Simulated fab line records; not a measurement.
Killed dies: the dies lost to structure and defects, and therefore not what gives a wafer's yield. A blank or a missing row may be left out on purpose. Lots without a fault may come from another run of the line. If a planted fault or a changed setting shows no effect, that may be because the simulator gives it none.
fab line records | flow n5-finfet
record lots=8 wafers=23 last-day=16
route steps=1938 shown BEOL_M3@991 BEOL_M15@1788 PASS1_DEP@1831 PASSIVATION@1936
lots with no fault: from the same line, run without faults
start-h: start of the lot's first displayed wafer, in hours after the record's first day | wait-h: hours elapsed since this lot's preceding step | " as in the row above | L1.1+2: one row covering several wafers at once | - no value, or no start was given | * or withheld: withheld | < > ~ a bound
route shown NAME@n: names a module that has steps shown in the file, with the first one's number in the route | usual: the fault-free wafers' mean and standard deviation | same: alike in all rows | chamber/n: place in a boat | sites: the reading at each site | _std_site: the values' standard deviation | _edge_site: outer sites' mean less inner sites' | radius-mm: for every site, how far away it sits from the centre of the wafer | mask NAME#n: copy n | behind: the tool/chamber that last shaped the wafer | hold: what put the lot on hold/how long, in hours/how the hold closed | device: whichever transistor did not switch (one of n, p or np) | end of line: tests run on the same wafers once the route is complete | for a step that has no rows: nothing shown but its recipe | killed: not the wafer's yield, but the dies lost to structure and defects at the first sort | map: a wafer's dies, x killed, . not, _ none there
set.NAME: the setting as run; set.NAME@STEP: as run at that earlier step | model.NAME: the simulator's own value behind a step, which no gauge read
a sample of lots followed through the steps of the route, with each step as a table and each wafer as a row
services: a tool's chamber out of use, with start hour (start-h, from the record's first day; less than 0 if before it), hours out, and reason
## steps
# step N5_BEOL_M3_ALD_84
# recipe material=TaN target-thk-a=* temp-c=275 ald-precursor-family=PDMAT ald-co-reactant=NH3 pressure-torr=3 carrier-flow-sccm=1500 pulse-time-s=2 purge-time-s=3 co-reactant-purge-time-s=2 co-reactant-pulse-time-s=3 ald-cycles=30 precursor-vessel-temp-c=75 precursor-vessel-pressure-torr=26.25 precursor-vessel-carrier-sccm=1000
# usual heater-power-w=416/51
# same pulse-time-s=2
# columns lot.wafer tool chamber start-h wait-h heater-power-w
L536.3 ald-metal-01 0 149.94 0.1 348
L536.4 " 2 " " 374
L536.5 " 1 " " 360
L537.1 ald-metal-03 3 155.06 0.1 451
L537.2 " 0 " " 401
L537.3 " 2 " " 504
L538.2 ald-metal-03 0 158.11 0.1 411
L538.3 " 2 " " 494
L538.6 " 2 " " 501
L539.1 ald-metal-03 2 158.95 0.3 500
L539.3 " 3 " " 447
L539.6 " 1 " " 507
L548.1 ald-metal-01 0 221.47 0.0 355
L548.3 " 2 " " 360
L548.4 " 1 " " 367
L550.1 ald-metal-03 3 221.98 0.0 437
L550.4 " 0 " " 412
L550.5 " 0 " " 403
L552.3 ald-metal-03 0 250.91 0.0 396
L552.5 " 3 " " 445
L554.2 ald-metal-04 2 259.27 0.1 384
L554.4 " 1 " " 446
L554.5 " 3 " " 426
# step N5_BEOL_M15_VIA_ETCH_16
# recipe chemistry=C4F8/O2/Ar target=SiO2 he-inner-torr=15 he-outer-torr=30 target-depth-a=17922 time-s=withheld ion-energy-ev=800 pressure-mtorr=20 source-w=1905 bias-w=2040 Ar_flow_sccm=400 C4F8_flow_sccm=16 O2_flow_sccm=12 ends=cleared
# usual C4F8_flow_sccm=16.01/0.051 chamber-pressure-mTorr=19.998/0.018 drypump-motor-current-A=5.7/0.36 oes-product-au=0.74/0.062 rf-vpp-V=2216/41 showerhead-plenum-p-Torr=3.47/0.072 throttle-valve-pct=30.76/0.26
# columns lot.wafer tool chamber start-h wait-h C4F8_flow_sccm chamber-pressure-mTorr drypump-motor-current-A oes-product-au rf-vpp-V showerhead-plenum-p-Torr throttle-valve-pct
L536.3 rie-diel-05 0 242.19 0.0 16.05 20.004 5.0 0.63 2198 3.55 30.93
L536.4 " 1 " " 15.89 20.013 5.6 0.75 2186 3.52 30.92
L536.5 " 0 " " 16.01 19.997 5.0 0.63 2197 3.55 30.92
L537.1 rie-diel-05 2 256.27 0.0 16.03 20.003 5.7 0.79 2286 3.47 30.39
L537.2 " 3 " " 15.98 20.000 5.8 0.78 2201 3.55 30.57
L537.3 " 0 " " 15.88 20.011 5.0 0.63 2198 3.55 30.95
L538.2 rie-diel-01 3 256.55 0.0 16.08 20.008 6.2 0.80 2157 3.40 30.74
L538.3 " 1 " " 16.00 20.017 5.7 0.73 2251 3.59 30.77
L538.6 " 0 " " 16.10 20.005 5.6 0.85 2184 3.38 30.52
L539.1 rie-diel-04 2 261.64 0.0 15.97 20.029 6.0 0.83 2184 3.48 30.87
L539.3 " 3 " " 15.99 20.018 6.1 0.72 2298 3.49 30.66
L539.6 " 2 " " 15.94 19.995 6.0 0.83 2183 3.48 30.87
L548.1 rie-diel-05 3 327.02 0.0 15.98 19.988 5.8 0.74 2201 3.54 30.57
L548.3 " 2 " " 15.92 19.998 5.7 0.76 2285 3.46 30.40
L548.4 " 3 " " 16.03 20.027 5.8 0.74 2200 3.54 30.57
L550.1 rie-diel-01 1 333.60 0.0 16.07 19.975 5.7 0.72 2249 3.57 30.80
L550.4 " 0 " " 16.00 20.003 5.6 0.79 2181 3.37 30.58
L550.5 " 2 " " 16.00 20.009 5.8 0.76 2228 3.36 31.28
L552.3 rie-diel-01 2 343.74 0.0 16.04 19.999 5.8 0.75 2227 3.36 31.29
L552.5 " 0 " " 16.01 19.995 5.6 0.78 2183 3.37 30.56
L554.2 rie-diel-04 3 355.03 0.0 16.01 19.996 6.1 0.69 2295 3.47 30.67
L554.4 " 2 " " 15.90 19.998 6.0 0.78 2183 3.47 30.90
L554.5 " 2 " " 16.05 20.010 6.0 0.78 2183 3.47 30.91
# step N5_BEOL_M15_DEP_53
# recipe material=SiCN target-thk-a=500 temp-c=withheld precursor=3MS/NH3 pressure-torr=3 rf-w=675 time-s=17.8
# usual showerhead-plenum-p-Torr=4.163/0.023 throttle-valve-pct=18.5/1
# columns lot.wafer tool chamber start-h wait-h showerhead-plenum-p-Torr throttle-valve-pct
L536.3 pecvd-02 2 249.00 0.0 4.120 17.0
L536.4 " 1 " " 4.141 19.0
L536.5 " 2 " " 4.127 16.5
L537.1 pecvd-03 2 260.48 0.0 4.150 16.7
L537.2 " 1 " " 4.180 19.7
L537.3 " 0 " " 4.159 18.1
L538.2 pecvd-01 2 263.83 0.0 4.178 19.0
L538.3 " 0 " " 4.207 19.8
L538.6 " 2 " " 4.182 19.2
L539.1 pecvd-01 2 266.36 0.0 4.182 19.2
L539.3 " 0 " " 4.198 19.8
L539.6 " 1 " " 4.190 18.3
L548.1 pecvd-03 2 331.34 0.0 4.149 17.2
L548.3 " 1 " " 4.178 19.4
L548.4 " 0 " " 4.162 18.3
L550.1 pecvd-01 1 338.82 0.0 4.180 18.1
L550.4 " 0 " " 4.209 19.8
L550.5 " 2 " " 4.175 19.3
L552.3 pecvd-03 2 349.19 0.0 4.152 17.1
L552.5 " 2 " " 4.153 16.9
L554.2 pecvd-01 1 360.36 0.0 4.172 17.9
L554.4 " 2 " " 4.187 19.4
L554.5 " 0 " " 4.203 19.5
# step N5_PASSIVATION_PECVD_00
# recipe material=SiO2 target-thk-a=2000 temp-c=400 precursor=SiH4/N2O pressure-torr=2.7 rf-w=608 time-s=11.2
# usual heater-power-w=660/90 showerhead-plenum-p-Torr=8.16/0.087 throttle-valve-pct=51.9/2.7
# columns lot.wafer tool chamber start-h wait-h heater-power-w showerhead-plenum-p-Torr throttle-valve-pct
L536.3 pecvd-03 0 250.08 0.5 659 8.17 51.4
L536.4 " 0 " " 684 8.17 51.6
L536.5 " 1 " " 586 8.25 56.0
L537.1 pecvd-02 0 261.56 0.8 766 8.13 53.0
L537.2 " 2 " " 550 8.02 47.9
L537.3 " 1 " " 658 8.10 54.9
L538.2 pecvd-02 0 264.91 0.7 742 8.15 52.8
L538.3 " 2 " " 451 8.01 48.1
L538.6 " 2 " " 458 8.01 48.0
L539.1 pecvd-02 0 267.44 0.8 632 8.13 52.9
L539.3 " 0 " " 647 8.12 52.8
L539.6 " 2 " " 569 8.03 48.2
L548.1 pecvd-02 1 332.42 0.8 854 8.09 54.9
L548.3 " 0 " " 633 8.09 53.4
L548.4 " 0 " " 634 8.14 53.4
L550.1 pecvd-04 2 339.91 0.8 585 8.26 49.2
L550.4 " 0 " " 704 8.24 51.1
L550.5 " 2 " " 615 8.26 49.3
L552.3 pecvd-04 0 350.27 0.5 793 8.23 51.2
L552.5 " 1 " " 608 8.26 53.7
L554.2 pecvd-03 1 361.45 0.7 544 8.26 56.0
L554.4 " 0 " " 788 8.14 52.0
L554.5 " 2 " " 607 8.13 48.3
# step N5_PASSIVATION_PROBE_49
# usual defect-limited-yield=91.4/1.4 killed_at_M0_to_M3=34/8.9 killed_at_M4_up=13/4.6 killed-at-contacts=12/5.5 killed-at-front-end=41/11 killed-at-other=3.1/2.9 killed-dies=102/16 killed-open=66/11 killed-short=34/7.6 sort_bin_5_function=5.1/0.89 sort_bin_6_memory=3.2/0.61 sort-n-pass=1078/16 sort-yield-pct=91.3/1.4
# same gross-dies=1180 killed-at-back-side=0 sort_bin_4_leakage[%]=0 sort_bin_8_speed[%]=0
# columns lot.wafer tool chamber start-h wait-h defect-limited-yield[%] killed_at_M0_to_M3 killed_at_M4_up killed-at-contacts killed-at-front-end killed-at-other killed-dies killed-open killed-short sort_bin_5_function[%] sort_bin_6_memory[%] sort-n-pass sort-yield-pct[%]
L536.3 prober-02 - 264.56 0.1 92.5 32 9 6 41 0 88 59 26 4.0 3.1 1092 92.5
L536.4 prober-02 - 264.61 0.2 89.5 50 6 4 56 8 124 74 50 5.8 4.1 1056 89.5
L536.5 prober-02 - 264.66 0.2 90.3 35 6 25 41 7 114 69 45 6.0 3.3 1066 90.3
L537.1 prober-01 - 276.02 0.0 91.2 30 15 9 48 2 104 72 30 5.8 3.1 1076 91.2
L537.2 prober-01 - 276.07 0.1 89.3 39 8 9 67 3 126 77 44 6.7 3.7 1054 89.3
L537.3 prober-01 - 276.12 0.1 91.9 26 8 9 50 2 95 59 36 5.3 2.4 1085 91.9
L538.2 prober-01 - 277.57 0.1 91.8 38 14 12 31 2 97 68 28 4.7 3.3 1083 91.8
L538.3 prober-01 - 277.62 0.1 90.8 32 11 13 50 2 108 67 31 5.3 2.7 1072 90.8
L538.6 prober-01 - 277.77 0.3 92.4 31 14 2 42 1 90 67 22 4.2 3.4 1090 92.4
L539.1 prober-02 - 281.26 0.0 90.1 30 11 13 63 0 117 81 34 5.2 4.2 1063 90.1
L539.3 prober-02 - 281.36 0.1 91.4 20 9 11 59 2 101 64 37 4.8 3.3 1079 91.4
L539.6 prober-02 - 281.51 0.3 89.7 27 27 12 53 3 122 79 34 6.4 3.1 1058 89.7
L548.1 prober-01 - 346.62 0.0 90.0 41 20 19 34 4 118 82 36 5.6 3.7 1062 90.0
L548.3 prober-01 - 346.72 0.1 91.0 31 16 10 47 2 106 64 35 4.8 3.5 1074 91.0
L548.4 prober-01 - 346.77 0.2 83.4 121 13 12 46 4 196 58 40 10.9 4.5 984 83.4
L550.1 prober-01 - 354.29 0.0 90.8 27 9 15 48 9 108 70 37 4.6 4.2 1072 90.8
L550.4 prober-01 - 354.44 0.2 92.5 24 10 15 35 5 89 59 29 4.6 2.5 1091 92.5
L550.5 prober-01 - 354.49 0.2 93.0 26 11 8 37 1 83 53 26 3.4 3.1 1097 93.0
L552.3 prober-02 - 362.56 0.1 93.5 32 14 7 21 3 77 46 29 4.4 1.9 1103 93.5
L552.5 prober-02 - 362.66 0.2 91.4 34 24 7 34 2 101 70 26 4.8 3.3 1079 91.4
L554.2 prober-02 - 374.35 0.1 91.4 32 9 10 47 3 101 75 26 5.3 3.0 1079 91.4
L554.4 prober-02 - 374.45 0.2 91.4 36 15 10 39 2 102 62 40 4.7 3.6 1078 91.4
L554.5 prober-02 - 374.50 0.2 93.0 32 12 6 31 2 83 62 21 4.2 2.8 1097 93.0
# killed by level:class
L536.3 BEOL_M3:geometric-particle:open=14 FIN_SAQP:geometric-particle:open=10 FIN_SAQP:geometric-particle:short=6 BEOL_M1:geometric-particle:open=6 MOL_CONTACT_COAG:geometric-particle:open=5 GATE_CUT:geometric-particle:short=4 BEOL_M2:geometric-particle:open=4 STI_FIN_REVEAL:geometric-particle:open=3
L536.4 BEOL_M0_SAQP:geometric-particle:open=17 BEOL_M0_SAQP:geometric-particle:short=11 FIN_SAQP:geometric-particle:short=9 FIN_SAQP:geometric-particle:open=9 GATE_CUT:geometric-particle:short=8 BEOL_M1:geometric-particle:open=6 STI_FIN_REVEAL:geometric-particle:open=5 DUMMY_GATE:geometric-particle:open=5
L536.5 MOL_CONTACT_COAG:geometric-particle:open=19 BEOL_M2:geometric-particle:open=9 FIN_SAQP:geometric-particle:open=8 BEOL_M0_SAQP:geometric-particle:short=8 BEOL_M3:geometric-particle:open=8 GATE_CUT:geometric-particle:short=6 GATE_CUT:geometric-particle:open=6 MOL_CONTACT_COAG:geometric-particle:short=6
L537.1 STI_FIN_REVEAL:geometric-particle:open=22 BEOL_M0_SAQP:geometric-particle:short=9 FIN_SAQP:geometric-particle:open=6 MOL_CONTACT_COAG:geometric-particle:open=6 BEOL_M2:geometric-particle:open=6 FIN_SAQP:geometric-particle:short=4 DUMMY_GATE:geometric-particle:open=4 BEOL_M0_SAQP:geometric-particle:open=4
L537.2 BEOL_M0_SAQP:geometric-particle:open=17 FIN_SAQP:geometric-particle:open=15 STI_FIN_REVEAL:geometric-particle:open=13 FIN_SAQP:geometric-particle:short=12 MOL_CONTACT_COAG:geometric-particle:open=8 BEOL_M0_SAQP:geometric-particle:short=8 DUMMY_GATE:geometric-particle:open=5 BEOL_M1:geometric-particle:open=5
L537.3 STI_FIN_REVEAL:geometric-particle:open=16 FIN_SAQP:geometric-particle:short=14 MOL_CONTACT_COAG:geometric-particle:open=8 DUMMY_GATE:geometric-particle:open=6 BEOL_M0_SAQP:geometric-particle:short=6 BEOL_M0_SAQP:geometric-particle:open=5 STARTING-WAFER:geometric-particle:short=5 BEOL_M1:geometric-particle:open=4
L538.2 MOL_CONTACT_COAG:geometric-particle:open=9 BEOL_M1:geometric-particle:open=9 FIN_SAQP:geometric-particle:open=8 BEOL_M2:geometric-particle:open=8 BEOL_M3:geometric-particle:open=6 BEOL_M4:geometric-particle:open=6 FIN_SAQP:geometric-particle:short=5 GATE_CUT:geometric-particle:short=5
L538.3 FIN_SAQP:geometric-particle:open=12 MOL_CONTACT_COAG:geometric-particle:open=12 BEOL_M0_SAQP:geometric-particle:short=10 FIN_SAQP:geometric-particle:short=9 HKMG_FIN:area-etch=9 BEOL_M3:geometric-particle:open=8 GATE_CUT:geometric-particle:short=6 DUMMY_GATE:geometric-particle:open=5
L538.6 BEOL_M3:geometric-particle:open=11 FIN_SAQP:geometric-particle:open=10 FIN_SAQP:geometric-particle:short=8 BEOL_M2:geometric-particle:open=6 STI_FIN_REVEAL:geometric-particle:open=5 BEOL_M0_SAQP:geometric-particle:open=5 BEOL_M7:geometric-particle:open=5 STARTING-WAFER:geometric-particle:open=5
L539.1 STI_FIN_REVEAL:geometric-particle:open=17 MOL_CONTACT_COAG:geometric-particle:open=10 BEOL_M1:geometric-particle:open=9 FIN_SAQP:geometric-particle:open=7 DUMMY_GATE:geometric-particle:open=7 BEOL_M0_SAQP:geometric-particle:short=7 GATE_CUT:geometric-particle:open=6 BEOL_M4:geometric-particle:open=6
L539.3 FIN_SAQP:geometric-particle:open=18 FIN_SAQP:geometric-particle:short=12 MOL_CONTACT_COAG:geometric-particle:open=8 STI_FIN_REVEAL:geometric-particle:open=6 DUMMY_GATE:geometric-particle:open=6 STARTING-WAFER:geometric-particle:short=6 BEOL_M3:geometric-particle:open=5 BEOL_M1:geometric-particle:open=4
L539.6 MOL_CONTACT_COAG:geometric-particle:open=11 BEOL_M4:geometric-particle:open=11 FIN_SAQP:geometric-particle:short=8 BEOL_M1:geometric-particle:open=8 HKMG_FIN:area-etch=8 STI_FIN_REVEAL:geometric-particle:open=7 BEOL_M5:geometric-particle:open=7 DUMMY_GATE:geometric-particle:open=6
L548.1 BEOL_M0_SAQP:geometric-particle:open=15 MOL_CONTACT_COAG:geometric-particle:open=11 BEOL_M4:geometric-particle:open=10 FIN_SAQP:geometric-particle:open=8 MOL_CONTACT_COAG:geometric-particle:short=8 BEOL_M3:geometric-particle:open=7 BEOL_M0_SAQP:geometric-particle:short=6 FIN_SAQP:geometric-particle:short=5
L548.3 FIN_SAQP:geometric-particle:open=11 STI_FIN_REVEAL:geometric-particle:open=11 BEOL_M0_SAQP:geometric-particle:short=11 MOL_CONTACT_COAG:geometric-particle:open=8 BEOL_M0_SAQP:geometric-particle:open=7 HKMG_FIN:area-etch=7 BEOL_M4:geometric-particle:open=6 STARTING-WAFER:geometric-particle:short=6
L548.4 BEOL_M3:unspecified=98 FIN_SAQP:geometric-particle:short=17 FIN_SAQP:geometric-particle:open=14 MOL_CONTACT_COAG:geometric-particle:open=11 BEOL_M0_SAQP:geometric-particle:open=7 STI_FIN_REVEAL:geometric-particle:open=6 BEOL_M0:geometric-particle:open=6 BEOL_M0_SAQP:geometric-particle:short=5
L550.1 FIN_SAQP:geometric-particle:short=13 FIN_SAQP:geometric-particle:open=12 MOL_CONTACT_COAG:geometric-particle:open=11 STI_FIN_REVEAL:geometric-particle:open=9 BEOL_M0_SAQP:geometric-particle:open=6 BEOL_M3:geometric-particle:open=5 GATE_CUT:geometric-particle:short=4 MOL_CONTACT_COAG:geometric-particle:short=4
L550.4 MOL_CONTACT_COAG:geometric-particle:open=11 FIN_SAQP:geometric-particle:short=7 STI_FIN_REVEAL:geometric-particle:open=6 ILD0:geometric-particle:short=5 BEOL_M0:geometric-particle:open=5 BEOL_M2:geometric-particle:open=5 BEOL_M3:geometric-particle:open=5 FIN_SAQP:geometric-particle:open=4
L550.5 STI_FIN_REVEAL:geometric-particle:open=9 MOL_CONTACT_COAG:geometric-particle:open=8 BEOL_M1:geometric-particle:open=8 FIN_SAQP:geometric-particle:open=6 BEOL_M0_SAQP:geometric-particle:open=5 BEOL_M0_SAQP:geometric-particle:short=5 BEOL_M3:geometric-particle:open=5 FIN_SAQP:geometric-particle:short=4
L552.3 BEOL_M0_SAQP:geometric-particle:open=9 MOL_CONTACT_COAG:geometric-particle:open=7 BEOL_M0_SAQP:geometric-particle:short=7 BEOL_M4:geometric-particle:open=7 FIN_SAQP:geometric-particle:open=4 BEOL_M3:geometric-particle:open=4 FIN_SAQP:geometric-particle:short=3 BEOL_M1:geometric-particle:open=3
L552.5 BEOL_M4:geometric-particle:open=15 BEOL_M1:geometric-particle:open=11 STI_FIN_REVEAL:geometric-particle:open=7 FIN_SAQP:geometric-particle:open=6 MOL_CONTACT_COAG:geometric-particle:open=6 BEOL_M0_SAQP:geometric-particle:short=6 BEOL_M3:geometric-particle:open=5 GATE_CUT:geometric-particle:short=5
L554.2 FIN_SAQP:geometric-particle:open=15 BEOL_M1:geometric-particle:open=13 MOL_CONTACT_COAG:geometric-particle:open=10 FIN_SAQP:geometric-particle:short=5 STI_FIN_REVEAL:geometric-particle:open=5 BEOL_M0_SAQP:geometric-particle:open=5 STI_FIN_REVEAL:geometric-particle:short=4 GATE_CUT:geometric-particle:open=4
L554.4 BEOL_M3:geometric-particle:open=9 FIN_SAQP:geometric-particle:short=8 BEOL_M1:geometric-particle:open=8 MOL_CONTACT_COAG:geometric-particle:open=7 GATE_CUT:geometric-particle:open=6 BEOL_M0_SAQP:geometric-particle:short=6 FIN_SAQP:geometric-particle:open=5 GATE_CUT:geometric-particle:short=5
L554.5 FIN_SAQP:geometric-particle:short=11 BEOL_M1:geometric-particle:open=10 BEOL_M3:geometric-particle:open=9 FIN_SAQP:geometric-particle:open=8 MOL_CONTACT_COAG:geometric-particle:open=6 DUMMY_GATE:geometric-particle:open=5 BEOL_M2:geometric-particle:open=4 BEOL_M5:geometric-particle:open=4
## services
# columns tool chamber start-h hours kind
pecvd-02 - 144.46 0.7 repair
rie-diel-05 3 154.00 3.5 repair
pecvd-03 - 169.69 2.8 pm
ald-metal-03 0 172.35 26.0 repair
pecvd-01 - 186.49 2.8 pm
rie-diel-05 - 200.69 1.2 repair
rie-diel-01 - 205.20 14.6 pm
rie-diel-05 0 231.27 1.3 repair
rie-diel-01 2 241.99 4.6 repair
ald-metal-03 0 251.81 3.2 repair
ald-metal-03 1 254.75 14.2 repair
pecvd-02 1 261.67 13.0 repair
pecvd-03 - 262.39 14.6 pm
rie-diel-05 - 266.35 15.6 pm
pecvd-01 - 271.15 6.0 pm
rie-diel-01 2 279.08 5.3 repair
pecvd-03 0 282.40 9.6 repair
rie-diel-05 0 301.90 5.6 repair
pecvd-03 2 311.14 10.7 repair
ald-metal-03 - 327.63 0.4 repair
rie-diel-01 3 339.32 3.9 repair
ald-metal-03 2 346.96 3.7 repair
pecvd-02 - 348.21 5.5 pm
rie-diel-05 1 352.70 1.2 repair
## key
first-sign step=N5_PASSIVATION_PROBE_49 reading=killed_at_M0_to_M3 direction=up sigmas=9.8 usual=34 struck=121
effect step=N5_PASSIVATION_PROBE_49 reading=killed-dies direction=up sigmas=5.9 usual=102 struck=196
more-kills-born-at N5_BEOL_M3_ALD_84@ald-metal-01=98
met-at N5_BEOL_M3_ALD_84
struck-lots L548
struck-wafers L548.4
not-acting-at N5_BEOL_M15_VIA_ETCH_16,N5_BEOL_M15_DEP_53,N5_PASSIVATION_PECVD_00
onset-between 149.94 221.47
fault kind=chamber-particle-source tool=ald-metal-01 chamber=1 onset-h=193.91 steps=N5_BEOL_M3_ALD_84 rate-per-visit-cm2=0.5253 end-h=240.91
